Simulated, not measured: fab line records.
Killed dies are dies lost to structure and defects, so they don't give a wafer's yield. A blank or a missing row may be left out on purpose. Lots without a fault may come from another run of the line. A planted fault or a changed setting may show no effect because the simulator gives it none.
Chamber matching + flow n5Finfet + 4 sister chambers for N5_BEOL_M1_ETCH_74 on rieDiel-06
The step etches underlayer in N2/H2, target depth 6.5 nm, time 5.2 s. 4 wafers are shown with their chamber, then 9 later ones without.

## WAFERS PAIRED WITH THEIR CHAMBERS
| wafer  | chamber | showerheadPlenumPTorr (Torr) |
|--------|---------|------------------------------|
| L085.4 | 2       | 2.48                         |
| L086.2 | 1       | 2.71                         |
| L086.4 | 0       | 2.43                         |
| L086.6 | 3       | 2.35                         |

## WAFERS WHOSE CHAMBER IS MISSING
| wafer  | showerheadPlenumPTorr (Torr) |
|--------|------------------------------|
| L087.1 | 2.35                         |
| L087.2 | 2.43                         |
| L087.3 | 2.71                         |
| L089.1 | 2.43                         |
| L089.3 | 2.35                         |
| L089.4 | 2.35                         |
| L094.1 | 2.47                         |
| L094.2 | 2.70                         |
| L094.3 | 2.43                         |

## EACH ONE'S CHAMBER
| wafer  | from the rows above | in truth |
|--------|---------------------|----------|
| L087.1 | 3                   | 3        |
| L087.2 | 0                   | 0        |
| L087.3 | 1                   | 1        |
| L089.1 | 0                   | 0        |
| L089.3 | 3                   | 3        |
| L089.4 | 3                   | 3        |
| L094.1 | 2                   | 2        |
| L094.2 | 1                   | 1        |
| L094.3 | 0                   | 0        |
Correct placement for 9 of the 9. Can't be placed from these rows: 0. Placed wrongly: 0.
How it was worked out, from the rows above alone: a wafer's distance from a chamber is the root of the sum, over the readings, of the square of ((its reading less the chamber's mean) divided by the reading's scatter). The wafer belongs to the nearest chamber; if the next one is less than 2 further off, it can't be placed. For every chamber, the mean is computed from those of its wafers that are shown. The scatter: with one shown wafer a chamber, the root of the mean of the squares of how far each hidden wafer lies from its nearest shown one.
